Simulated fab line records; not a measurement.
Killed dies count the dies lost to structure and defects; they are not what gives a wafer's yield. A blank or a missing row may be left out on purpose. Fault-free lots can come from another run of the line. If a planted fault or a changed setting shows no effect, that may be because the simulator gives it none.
A struck lot beside a sound one | flow n5Finfet | 15 out of 1938 route steps
Sound: the wafers L411.2, L411.4, L411.6. Wafers L417.1, L417.2, L417.3 were the ones struck. The cause comes at the end.
For every step that has rows: the tool of each side, followed by ch and its chambers, followed by its first start. Under that, the readings that differ: sound wafers | struck wafers | difference of the means | sigmas: that difference in standard deviations of wafers without a fault.
alike: words and numbers the same on both sides, and readings whose means are apart by under 2 such deviations; not compared: readings that were withheld, readings missing a value for some wafer, numbers with overlapping values and no deviation given by the record, and bounds like >300 which may hide the same value.
The two part at a step that has a row with sigmas, a row that says differs or no value, or rows on one side only. Numbers that don't overlap but have no deviation are shown without sigmas and don't part them. A reading missing from all wafers of one side parts the sides only when that side holds two or more wafers.

first, 6 steps without rows for these wafers: N5_BEOL_M15_EBR_06; N5_BEOL_M15_SOFTBAKE_05 (time 60 s); N5_BEOL_M15_EXPOSE_07 (exposes mask V14); N5_BEOL_M15_PEB_08 (peb time 90 s); N5_BEOL_M15_DEVELOP_09 (develop time 45 s); N5_BEOL_M15_HARDBAKE_14 (time 120 s).
N5_BEOL_M15_CD_MEAS_10 targets a cd of 360 nm.
  sound on cdSem-03 ch 0, day 12 07:46; struck on cdSem-01 ch 0, day 13 12:38
  alike: cdNm
N5_BEOL_M15_OVL_MEAS_11:
  sound on overlay-02 ch 0, day 12 07:48; struck on overlay-02 ch 0, day 13 12:40
  alike: V14_OVL
N5_BEOL_M15_INSPECT_12: inspects for defects (macro).
  sound on defectInspect-02, day 12 07:50; struck on defectInspect-01, day 13 12:41
  alike: rawDefectCount
N5_BEOL_M15_DESCUM_15: chemistry O2, time 7.9 s.
  sound on rieDiel-06 ch 0,3, day 12 07:52; struck on rieDiel-06 ch 0,1,3, day 13 12:44
  alike: drypumpMotorCurrentA, oesProductAu, rfVppV, showerheadPlenumPTorr, throttleValvePct
  not compared: rfHoursCounterH
N5_BEOL_M15_ETCH_59: etches BARC in N2/H2, target depth 89 nm, overetch 26.7 nm, time 67.9 s.
  sound on rieDiel-06 ch 0,3, day 12 07:54; struck on rieDiel-06 ch 0,1,3, day 13 12:46
  alike: drypumpMotorCurrentA, oesProductAu, rfVppV, showerheadPlenumPTorr, throttleValvePct
  not compared: rfHoursCounterH
N5_BEOL_M15_VIA_ETCH_16: etches SiO2 in C4F8/O2/Ar, target depth 1792.2 nm.
  sound on rieDiel-06 ch 0,3, day 12 07:57; struck on rieDiel-06 ch 0,1,3, day 13 12:49
  alike: drypumpMotorCurrentA, heOuterTorr, oesProductAu, rfVppV, showerheadPlenumPTorr, throttleValvePct
N5_BEOL_M15_STRIP_63: strips in O2.
  sound on rieDiel-06 ch 0,3, day 12 08:00; struck on rieDiel-06 ch 0,1,3, day 13 13:00
reading                      | sound             | struck            | difference | sigmas
chamberPressureMTorr (mTorr) | 29.98 30.03 30.01 | 38.96 39.05 39.05 | +9.01      | +99 or more
  alike: drypumpMotorCurrentA, oesProductAu, rfVppV, showerheadPlenumPTorr, throttleValvePct
  not compared: rfHoursCounterH
N5_BEOL_M15_STRIP_64: strips in O2.
  sound: rieDiel-06 ch 0,3; struck: rieDiel-06 ch 0,1,3
  alike: chamberPressureMTorr, drypumpMotorCurrentA, oesProductAu, rfVppV, showerheadPlenumPTorr, throttleValvePct
  not compared: rfHoursCounterH
N5_PASSIVATION_PROBE_49:
  only the struck wafers here have rows in the record (prober-02, day 14 07:43); the sound ones have none

## WHERE THEY PART
Earliest at N5_BEOL_M15_STRIP_63; latest, in this record, at N5_PASSIVATION_PROBE_49.

WHY: whatever the simulator had introduced
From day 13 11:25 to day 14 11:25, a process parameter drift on rieDiel-06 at N5_BEOL_M15_STRIP_63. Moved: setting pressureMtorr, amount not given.
